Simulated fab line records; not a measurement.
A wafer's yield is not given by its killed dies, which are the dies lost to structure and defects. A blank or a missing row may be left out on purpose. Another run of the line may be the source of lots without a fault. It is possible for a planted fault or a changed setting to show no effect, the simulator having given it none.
fab line records	flow nand_harc
record: lots: 12	wafers: 36	last_day: 33
route steps=1302 shown P_M2@336 END@1302
lots that met no fault: taken from a fault-free run of the same line
start_h: the number of hours between the record's first day and the start of the first shown wafer of the lot	wait_h: time in hours since the lot's previous step	" identical to the entry in the row above	L1.1+2: one row covering several wafers at once	- no value present, or no start provided	* or withheld: withheld	< > ~ a bound
route shown NAME@n: a module of which the file shows steps, and the number in the route of the first	usual: mean/standard deviation taken from wafers without a fault	same: alike in all rows	chamber/n: place in a boat	sites: readings site by site	_std_site: the values' standard deviation	_edge_site: outer sites' mean less inner sites'	radius_mm: for every site, how far away it sits from the centre of the wafer	mask NAME#n: copy n	behind: the last tool/chamber to shape the wafer	hold: what put the lot on hold/how long, in hours/how the hold closed	device: names the non-switching transistor (n, p or np)	end of line: tests of these same wafers at the route's end	step lacking rows: just its recipe	killed: count of dies lost to structure and defects at first sort (not the wafer's yield)	map: a wafer's dies, marking killed ones x, the rest . and places with no die _
set.NAME: setting as actually run; set.NAME@STEP: the setting as run at that earlier step	model.NAME: the simulator's own value behind a step, which no gauge read
steps of the route over a sample of lots; a table a step, a row a wafer
services: the hour from which a tool's chamber was out of use, counted from the record's first day as start_h (under 0 if before that day), plus the number of hours and why
== steps ==
step: NHARC_P_M2_ETCH_28
recipe: target_depth_a: 300	over_etch_frac: 0.3	time_s: 72.99	ion_energy_ev: 150	cf4_flow_sccm: 50	n2_flow_sccm: 100	ar_flow_sccm: 150	rf_w: 300	bias_w: 100	chemistry: CF4/N2
usual: drypump_motor_current_A: 5.7/0.37	oes_product_au: 0.996/0.01	rf_vpp_V: 314.8/1.9	showerhead_plenum_p_Torr: 2.66/0.098	throttle_valve_pct: 19.795/0.0094
lot.wafer	tool	chamber	start_h	wait_h	drypump_motor_current_A	oes_product_au	rf_hours_counter_h	rf_vpp_V	showerhead_plenum_p_Torr	throttle_valve_pct
L717.4	rie_diel-11	2	-	-	5.3	1.007	2.2	314.2	2.57	19.792
L717.3	"	3	"	"	6.0	1.001	1.7	312.9	2.49	19.786
L717.5	"	0	"	"	5.6	1.010	-	314.3	2.58	19.796
L718.2	rie_diel-05	2	-	-	5.6	1.006	3.2	311.6	2.54	19.788
L718.1	"	0	"	"	5.2	0.994	4.6	317.8	2.79	19.778
L718.5	"	2	"	"	5.6	0.990	-	313.7	2.54	19.788
L719.2	rie_diel-05	0	-	-	5.3	0.995	4.7	316.0	2.79	19.774
L719.6	"	3	"	"	6.2	0.993	-	315.1	2.71	19.784
L719.5	"	0	"	"	5.2	0.994	-	318.6	2.79	19.812
L721.3	rie_diel-05	1	-	-	5.4	0.981	4.7	315.7	2.73	19.803
L721.5	"	2	"	"	5.6	0.996	-	312.2	2.54	19.789
L721.6	"	3	"	"	6.2	0.992	-	316.3	2.71	19.780
L722.4	rie_diel-03	2	-	-	6.3	1.002	4.4	313.6	2.66	19.790
L722.6	"	0	"	"	5.2	0.994	-	315.8	2.76	19.801
L722.5	"	1	"	"	6.0	0.989	-	312.5	2.52	19.811
L725.3	rie_diel-05	1	-	-	5.4	0.994	7.7	317.9	2.73	19.786
L725.1	"	2	"	"	5.6	1.001	7.6	313.9	2.54	19.804
L725.2	"	3	"	"	6.2	0.998	8.2	316.5	2.71	19.800
L726.3	rie_diel-05	3	-	-	6.2	0.995	8.6	316.0	2.71	19.813
L726.1	"	1	"	"	5.4	1.000	8.1	315.7	2.73	19.791
L726.6	"	0	"	"	5.2	0.987	-	316.9	2.79	19.800
L727.2	rie_diel-03	2	-	-	6.3	0.995	8.0	314.6	2.66	19.789
L727.1	"	0	"	"	5.2	0.995	5.4	316.7	2.76	19.792
L727.5	"	2	"	"	6.3	0.995	-	314.3	2.66	19.793
L728.3	rie_diel-03	0	-	-	5.2	1.003	5.9	315.7	2.76	19.811
L728.2	"	1	"	"	6.1	1.002	7.6	312.1	2.51	19.786
L728.6	"	3	"	"	5.3	1.002	-	313.7	2.66	19.805
L737.3	rie_diel-05	2	-	-	5.6	0.995	5.1	312.0	2.54	19.806
L737.5	"	3	"	"	6.2	0.988	-	316.3	2.71	19.778
L737.6	"	0	"	"	5.3	0.992	-	316.0	2.78	19.804
L738.4	rie_diel-11	1	-	-	5.6	1.024	3.9	315.9	2.77	19.797
L738.2	"	2	"	"	5.3	0.994	4.1	313.4	2.57	19.771
L738.6	"	1	"	"	5.6	1.007	-	316.7	2.77	19.789
L740.2	rie_diel-05	2	-	-	5.6	0.999	6.0	312.4	2.54	19.795
L740.1	"	3	"	"	6.2	0.983	6.7	315.2	2.71	19.807
L740.6	"	1	"	"	5.4	0.988	-	316.8	2.73	19.774
step: NHARC_P_M2_PRE_CLEAN_30
recipe: time_s: 30	temp_c: 280	gas: H2/He
usual: heater_power_w: 407/45
lot.wafer	tool	chamber	start_h	wait_h	heater_power_w
L717.3	pvd_sputter-02	-	-	-	413
L717.4	"	-	"	"	441
L717.5	"	-	"	"	343
L718.1	pvd_sputter-03	-	-	-	369
L718.2	"	-	"	"	388
L718.5	"	-	"	"	522
L719.2	pvd_sputter-01	-	-	-	485
L719.6	"	-	"	"	437
L719.5	"	-	"	"	397
L721.3	pvd_sputter-02	-	-	-	345
L721.6	"	-	"	"	437
L721.5	"	-	"	"	407
L722.4	pvd_sputter-03	-	-	-	496
L722.6	"	-	"	"	371
L722.5	"	-	"	"	378
L725.2	pvd_sputter-01	-	-	-	369
L725.1	"	-	"	"	465
L725.3	"	-	"	"	410
L726.1	pvd_sputter-01	-	-	-	386
L726.3	"	-	"	"	424
L726.6	"	-	"	"	372
L727.2	pvd_sputter-03	-	-	-	382
L727.1	"	-	"	"	376
L727.5	"	-	"	"	373
L728.2	pvd_sputter-02	-	-	-	341
L728.3	"	-	"	"	443
L728.6	"	-	"	"	339
L737.3	pvd_sputter-02	-	-	-	353
L737.5	"	-	"	"	387
L737.6	"	-	"	"	417
L738.2	pvd_sputter-02	-	-	-	403
L738.4	"	-	"	"	414
L738.6	"	-	"	"	397
L740.1	pvd_sputter-02	-	-	-	412
L740.2	"	-	"	"	348
L740.6	"	-	"	"	410
step: NHARC_P_M2_ECD_22
recipe: target_thk_a: 4000	bath_temp_c: 25	material: Cu
lot.wafer	tool	chamber	start_h	wait_h
L717.4+3+5	ecd_cu-01	1,0,1	129.36	-
L718.2+1+5	ecd_cu-01	0,1,0	145.89	-
L719.2+6+5	ecd_cu-01	1,1,0	148.25	-
L721.3+5+6	ecd_cu-02	0,0,1	169.44	-
L722.4+6+5	ecd_cu-01	0,0,1	189.29	-
L725.1+2+3	ecd_cu-02	0,1,1	210.03	-
L726.1+3+6	ecd_cu-01	0,1,0	225.29	-
L727.1+2+5	ecd_cu-02	0,1,1	235.44	-
L728.2+3+6	ecd_cu-01	1,1,0	243.23	-
L737.3+5+6	ecd_cu-02	1,1,0	325.48	-
L738.2+4+6	ecd_cu-02	0,1,1	338.02	-
L740.1+2+6	ecd_cu-01	1,0,1	354.34	-
step: NHARC_P_M2_CMP_23
recipe: t_overpolish_s: 20	target_thk_nm: 144.3
usual: motor_current_A: 12.2/1.3	slurry_filter_dp_kPa: 13.49/0.13	slurry_flow_ml_min: 150.0/0.44	time_to_endpoint_s: 29/3
lot.wafer	tool	chamber	start_h	wait_h	motor_current_A	slurry_filter_dp_kPa	slurry_flow_ml_min	time_to_endpoint_s
L717.3	cmp-04	0	129.99	-	12.6	13.59	150.0	33
L717.4	"	2	"	"	10.9	13.32	151.0	33
L717.5	"	1	"	"	10.3	13.41	149.5	32
L718.1	cmp-03	1	146.62	-	11.6	13.54	150.4	27
L718.2	"	0	"	"	13.3	13.47	150.7	27
L718.5	"	1	"	"	11.9	13.49	151.1	28
L719.2	cmp-04	1	148.97	-	10.5	13.42	149.9	30
L719.6	"	1	"	"	10.1	13.66	149.7	31
L719.5	"	2	"	"	11.1	13.74	149.4	31
L721.3	cmp-02	0	170.06	-	13.2	13.71	150.5	27
L721.5	"	0	"	"	12.5	13.64	150.6	27
L721.6	"	1	"	"	12.1	13.63	150.0	35
L722.4	cmp-04	3	190.00	-	13.7	13.70	149.7	30
L722.5	"	0	"	"	13.1	13.48	149.9	33
L722.6	"	1	"	"	10.7	13.46	150.0	29
L725.2	cmp-02	3	210.79	-	14.8	13.34	149.6	26
L725.3	"	0	"	"	12.3	13.40	149.5	31
L725.1	"	1	"	"	12.1	13.54	149.8	34
L726.3	cmp-02	3	225.96	-	15.2	13.64	149.7	26
L726.1	"	2	"	"	11.4	13.49	150.1	26
L726.6	"	3	"	"	15.1	13.28	150.5	27
L727.2	cmp-03	3	236.16	-	11.5	13.53	149.7	29
L727.1	"	0	"	"	13.2	13.66	150.0	26
L727.5	"	0	"	"	12.8	13.29	150.2	29
L728.2	cmp-04	0	243.96	-	12.7	13.37	150.1	32
L728.3	"	1	"	"	10.9	13.46	149.9	27
L728.6	"	2	"	"	11.3	13.47	150.4	30
L737.3	cmp-04	1	326.10	-	10.4	13.23	149.3	27
L737.5	"	1	"	"	10.8	13.15	149.4	28
L737.6	"	2	"	"	11.1	13.65	150.0	45
L738.4	cmp-03	1	338.75	-	11.7	13.59	149.7	26
L738.2	"	2	"	"	11.2	13.75	149.6	46
L738.6	"	3	"	"	10.7	13.32	150.4	28
L740.1	cmp-02	3	355.07	-	14.7	13.62	150.5	26
L740.2	"	0	"	"	12.4	13.32	149.5	28
L740.6	"	3	"	"	15.1	13.69	150.2	29
step: NHARC_P_M2_DEP_33
recipe: target_thk_a: 300	temp_c: 370	target_thk_nm: 30	pressure_torr: 3	flow_sccm: 200	rf_w: 450	material: SiCN
usual: heater_power_w: 599/86
lot.wafer	tool	chamber	start_h	wait_h	heater_power_w
L717.3	pecvd-04	0	130.91	0.1	641
L717.4	"	2	"	"	686
L717.5	"	0	"	"	650
L718.2	pecvd-01	2	147.23	0.1	536
L718.1	"	0	"	"	791
L718.5	"	1	"	"	637
L719.2	pecvd-01	2	149.68	0.1	434
L719.5	"	0	"	"	714
L719.6	"	2	"	"	439
L721.3	pecvd-01	1	170.72	0.1	529
L721.5	"	0	"	"	721
L721.6	"	2	"	"	534
L722.5	pecvd-04	2	190.89	0.2	679
L722.4	"	0	"	"	647
L722.6	"	1	"	"	601
L725.2	pecvd-01	0	211.38	0.1	803
L725.1	"	1	"	"	626
L725.3	"	2	"	"	537
L726.3	pecvd-01	2	226.63	0.1	483
L726.1	"	0	"	"	756
L726.6	"	2	"	"	473
L727.2	pecvd-01	1	236.78	0.1	550
L727.1	"	0	"	"	662
L727.5	"	1	"	"	541
L728.3	pecvd-01	1	244.59	0.1	604
L728.2	"	2	"	"	485
L728.6	"	1	"	"	594
L737.3	pecvd-01	1	326.76	0.1	509
L737.6	"	0	"	"	679
L737.5	"	1	"	"	521
L738.2	pecvd-01	0	339.35	0.1	733
L738.6	"	2	"	"	514
L738.4	"	1	"	"	527
L740.1	pecvd-03	0	355.73	0.1	478
L740.2	"	1	"	"	582
L740.6	"	1	"	"	562
step: NHARC_END_SORT_01
recipe: temp_c: 25
usual: defect_limited_yield: 91/3.1	killed_at_array: 57/20	killed_at_other: 1.0/1.5	killed_at_periphery: 3.5/2.5	killed_dies: 62/21	killed_open: 3.5/1.9	killed_short: 2.4/1.6
same: gross_dies: 677
lot.wafer	tool	chamber	start_h	wait_h	defect_limited_yield[%]	killed_at_array	killed_at_other	killed_at_periphery	killed_dies	killed_open	killed_short
L719.2	prober-01	0	576.29	2.9	96	27	0	1	28	4	3
L719.5	prober-01	0	578.73	3.8	96	26	0	3	29	4	3
L719.6	prober-01	0	579.54	4.1	98	15	0	1	16	5	0
L722.4	prober-02	0	628.98	3.4	88	71	1	6	78	2	1
L722.5	prober-02	0	629.76	3.7	91	61	0	3	64	3	3
L722.6	prober-02	0	630.55	3.9	88	71	1	7	79	3	2
killed by level:class
L719.2 A_CHANNEL_HOLE_D2:chamber_film_flake=8 A_CHANNEL_HOLE_D1:chamber_film_flake=4 A_STAIRCASE:chamber_film_flake=3 A_BLC:geometric_particle:open=2 A_SGD_CUT:chamber_film_flake=2 A_CONTACT:chamber_film_flake=2 A_DECK1_JOINT:geometric_particle:short=1 A_ONON_D2:geometric_particle:short=1
L719.5 A_CHANNEL_HOLE_D2:chamber_film_flake=9 A_STAIRCASE:chamber_film_flake=3 P_ZERO_WELL:chamber_film_flake=2 A_CHANNEL_HOLE_D1:chamber_film_flake=2 A_SGD_CUT:chamber_film_flake=2 A_CONTACT:chamber_film_flake=2 P_M1:geometric_particle:open=1 A_ONON_D1:geometric_particle:short=1
L719.6 A_CHANNEL_HOLE_D2:chamber_film_flake=5 A_CONTACT:chamber_film_flake=3 A_M0:geometric_particle:open=2 P_M1:geometric_particle:open=1 A_ONON_D1:geometric_particle:open=1 A_ONON_D2:geometric_particle:open=1 A_ZERO_WELL:chamber_film_flake=1 A_STAIRCASE:chamber_film_flake=1
L722.4 A_CHANNEL_HOLE_D2:chamber_film_flake=33 A_SLIT:chamber_film_flake=29 P_ZERO_WELL:chamber_film_flake=3 A_CONTACT:chamber_film_flake=3 P_GATE:chamber_film_flake=2 A_CHANNEL_HOLE_D1:chamber_film_flake=2 A_SOURCE_PLATE:geometric_particle:open=1 A_SOURCE_PLATE:geometric_particle:short=1
L722.5 A_SLIT:chamber_film_flake=26 A_CHANNEL_HOLE_D2:chamber_film_flake=25 P_CONTACT:chamber_film_flake=2 A_CHANNEL_HOLE_D1:chamber_film_flake=2 A_ONON_D1:geometric_particle:open=1 A_CHANNEL_FILL_D1:geometric_particle:open=1 A_CHANNEL_FILL_D1:geometric_particle:short=1 A_CHANNEL_FILL_D2:geometric_particle:open=1
L722.6 A_CHANNEL_HOLE_D2:chamber_film_flake=32 A_SLIT:chamber_film_flake=28 P_STI:chamber_film_flake=3 A_CONTACT:chamber_film_flake=3 A_CHANNEL_HOLE_D1:chamber_film_flake=2 A_DECK1_JOINT:chamber_film_flake=2 P_GATE:geometric_particle:open=1 A_ONON_D2:geometric_particle:open=1
== services ==
tool	chamber	start_h	hours	kind
cmp-04	-	106.06	2.7	repair
cmp-04	-	111.07	4.0	pm
pecvd-01	2	116.24	15.0	repair
cmp-04	-	120.80	0.5	repair
pecvd-01	-	130.00	13.0	pm
ecd_cu-01	-	160.00	8.0	pm
rie_diel-05	2	172.28	2.9	repair
cmp-04	-	205.41	3.3	repair
cmp-04	-	209.07	4.0	pm
rie_diel-05	2	213.12	16.3	repair
rie_diel-05	-	229.71	9.0	pm
cmp-04	-	241.42	1.3	repair
ecd_cu-01	-	261.85	7.3	repair
pecvd-01	-	268.21	2.4	repair
rie_diel-05	-	270.64	0.6	repair
pvd_sputter-02	-	282.14	10.0	pm
rie_diel-05	0	288.36	4.4	repair
pecvd-01	0	306.66	12.2	repair
pecvd-01	-	311.19	13.0	pm
pecvd-01	2	327.54	4.1	repair
pvd_sputter-02	-	329.71	5.2	repair
ecd_cu-01	-	336.00	8.0	pm
rie_diel-05	0	349.70	15.0	repair
ecd_cu-01	-	355.30	0.8	repair
== key ==
first_sign: step: NHARC_P_M2_CMP_23	reading: time_to_endpoint_s	direction: up	sigmas: 5.4	usual: *	struck: *
effect none on later readings
met_at NHARC_P_M2_ECD_22
struck_lots L737,L738
struck_wafers L737.6,L738.2
not_acting_at NHARC_P_M2_ETCH_28,NHARC_P_M2_PRE_CLEAN_30,NHARC_P_M2_DEP_33
onset_between 235.44 325.48
fault: kind: process_parameter_drift	tool: ecd_cu-02	chamber: 0	onset_h: 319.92	steps: NHARC_P_M2_ECD_22	channel: target_thk_a	offset: *	shape: step	end_h: 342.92	acts_in: *	stated: *
